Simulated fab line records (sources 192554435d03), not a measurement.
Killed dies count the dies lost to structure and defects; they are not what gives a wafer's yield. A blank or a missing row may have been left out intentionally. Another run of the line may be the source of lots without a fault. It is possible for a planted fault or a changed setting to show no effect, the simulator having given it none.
Matching of chambers    flow n5 finfet    N5_SDB_HM_DEP_00 on pecvd-03 has 3 sister chambers
The step deposits SiNx from SiH4/NH3/N2, target thk 40 nm, time 35.3 s. 16 wafers are shown with their chamber, then 8 later ones without.

## WAFERS PAIRED WITH THEIR CHAMBERS
wafer   chamber  throttle valve pct (%)  showerhead plenum p Torr (Torr)  heater power w (W)
L076.2  1        43.0                    5.07                             731
L076.5  1        43.0                    5.09                             721
L076.6  2        35.0                    5.12                             712
L078.1  1        43.1                    5.08                             674
L078.3  0        39.1                    5.15                             721
L078.6  1        42.9                    5.08                             664
L083.2  0        39.4                    5.15                             815
L083.3  1        43.0                    5.08                             607
L083.4  1        43.0                    5.09                             623
L084.1  0        39.4                    5.15                             782
L084.2  1        43.0                    5.08                             727
L084.3  2        35.4                    5.10                             766
L087.3  1        42.9                    5.09                             705
L087.4  2        35.2                    5.12                             797
L087.5  0        39.5                    5.15                             714
L091.1  2        35.4                    5.12                             702

SIGNATURES, as means of the wafers listed above
reading                   chamber 0  chamber 1  chamber 2  scatter within a chamber
throttle valve pct        39.350     42.987     35.250     0.133
showerhead plenum p Torr  5.1500     5.0825     5.1150     0.00707
heater power w            758.00     681.50     744.25     47.4
Rule: for each reading, subtract the chamber's mean from the wafer's reading, divide by that reading's scatter and square the result; add these up over the readings and take the root, which gives the wafer's distance from the chamber. If the next closest chamber is less than 2 further off than the closest, the wafer can't be placed; otherwise it belongs to the closest. The scatter: take each reading less its chamber's mean, square it, sum over the shown wafers, divide by the number of wafers less the number of chambers, and take the root.

## WAFERS WITHOUT THEIR CHAMBER
wafer   throttle valve pct (%)  showerhead plenum p Torr (Torr)  heater power w (W)
L091.3  39.5                    5.16                             748
L091.6  35.4                    5.12                             697
L093.3  43.3                    5.08                             663
L093.4  39.7                    5.15                             797
L093.5  42.7                    5.09                             674
L096.1  35.3                    5.10                             706
L096.2  39.6                    5.16                             788
L096.6  35.5                    5.12                             722

## EACH ONE'S CHAMBER
wafer   from the rows above  in truth
L091.3  0                    0
L091.6  2                    2
L093.3  1                    1
L093.4  0                    0
L093.5  1                    1
L096.1  2                    2
L096.2  0                    0
L096.6  2                    2
Correct placement for 8 of the 8. Can't be placed from these rows: 0. 0 placed wrongly.
